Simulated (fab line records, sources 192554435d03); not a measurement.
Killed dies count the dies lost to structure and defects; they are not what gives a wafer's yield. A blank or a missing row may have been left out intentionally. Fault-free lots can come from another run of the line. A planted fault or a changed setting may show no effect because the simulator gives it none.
Split-lot study ; flow n5Finfet ; 7 lots, 21 wafers read, on a route of 1938 steps

== THE SPLIT ITSELF ==
At N5_BEOL_M12_ETCH_59 (etches BARC in N2/H2, target depth 89 nm, overetch 26.7 nm, time 67.9 s), the setting biasW was moved away from the recipe's 150 W on 6 of the 21 wafers read, by -7.4% to +14.3%. For the rest of the wafers, this setting stayed at what the recipe calls for.

The reading is taken at the split's own step.

== THE READING ==
rfVppV, in V, at N5_BEOL_M12_ETCH_59 (etches BARC in N2/H2, target depth 89 nm, overetch 26.7 nm, time 67.9 s). On this fab line, fault-free wafers typically give 525 V with a standard deviation of 3.2 V.

wafer;tool, chamber at the split;biasW as run, W;against the recipe;rfVppV, V;against lot-mates on the recipe
L077.3;rieDiel-03, 0;150;recipe;526;-
L077.5;rieDiel-03, 1;150;recipe;528;-
L077.6;rieDiel-03, 0;150;recipe;526;-
L078.1;rieDiel-04, 2;150;recipe;529;-
L078.2;rieDiel-04, 0;162.4;+8.3%;555;+30
L078.4;rieDiel-04, 3;150;recipe;521;-
L079.1;rieDiel-03, 2;142.4;-5.1%;502;-27
L079.2;rieDiel-03, 1;150;recipe;529;-
L079.6;rieDiel-03, 3;142.4;-5.1%;507;-22
L082.4;rieDiel-04, 3;150;recipe;519;-
L082.5;rieDiel-04, 1;150;recipe;523;-
L082.6;rieDiel-04, 2;138.9;-7.4%;503;-18
L085.2;rieDiel-04, 3;150;recipe;521;-
L085.3;rieDiel-04, 1;150;recipe;523;-
L085.6;rieDiel-04, 0;150;recipe;529;-
L088.3;rieDiel-01, 2;150;recipe;528;-
L088.4;rieDiel-01, 0;150;recipe;524;-
L088.5;rieDiel-01, 2;150;recipe;529;-
L090.4;rieDiel-03, 1;150;recipe;527;-
L090.5;rieDiel-03, 1;171.5;+14.3%;573;+46
L090.6;rieDiel-03, 2;171.5;+14.3%;565;+38

THE FIT
A straight line over all 21 wafers: rfVppV changes by +3.21 V for each +1% of biasW; r = +0.98; the points scatter about the line by 3.8 V.
The same after taking each lot's own level away (the mean of its wafers on the recipe; 21 wafers): +3.15 V for each +1%; r = +0.97; scatter 4.2 V.
That fit puts the effect of the largest move of biasW on the reading at 45 V.
Measured against the standard deviation above, the lots' own levels, which go from 521.0 to 529.0 V, span 2.5 times it.
The two slopes agree, so the slope changes little with the lot-to-lot level.
Check: +43.7 V against its lot-mates is what the line predicts for one of the wafers moved furthest among these (+14.3%) when that wafer is left out of the fit. Against them it came out at +46 V.
Tool readings at the split's step, against how far the setting was moved: rfVppV r = +0.98.

== OTHER SPLITS ON THESE WAFERS ==
Before the reading, these wafers also passed through other splits. Each is held against what the fit with the lots' levels taken away leaves over:
other split on the same wafers;wafers away from the commonest value;r with rfVppV (lot level and that fit taken away)
N5_BEOL_M9_EXPOSE_08 doseMj;6;+0.43
N5_BEOL_M9_ETCH_66 biasW;5;-0.43
N5_BEOL_M9_TRENCH_ETCH_37 sourceW;5;-0.23
N5_BEOL_M10_ETCH_41 sourceW;6;-0.19
N5_BEOL_M11_PECVD_70 tempC;6;+0.34
N5_BEOL_M11_COAT_59 spinRpm;7;+0.36

== FILE'S OWN FIT ==
rfVppV changes by +3.12 V for each +1% of biasW, r = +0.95.
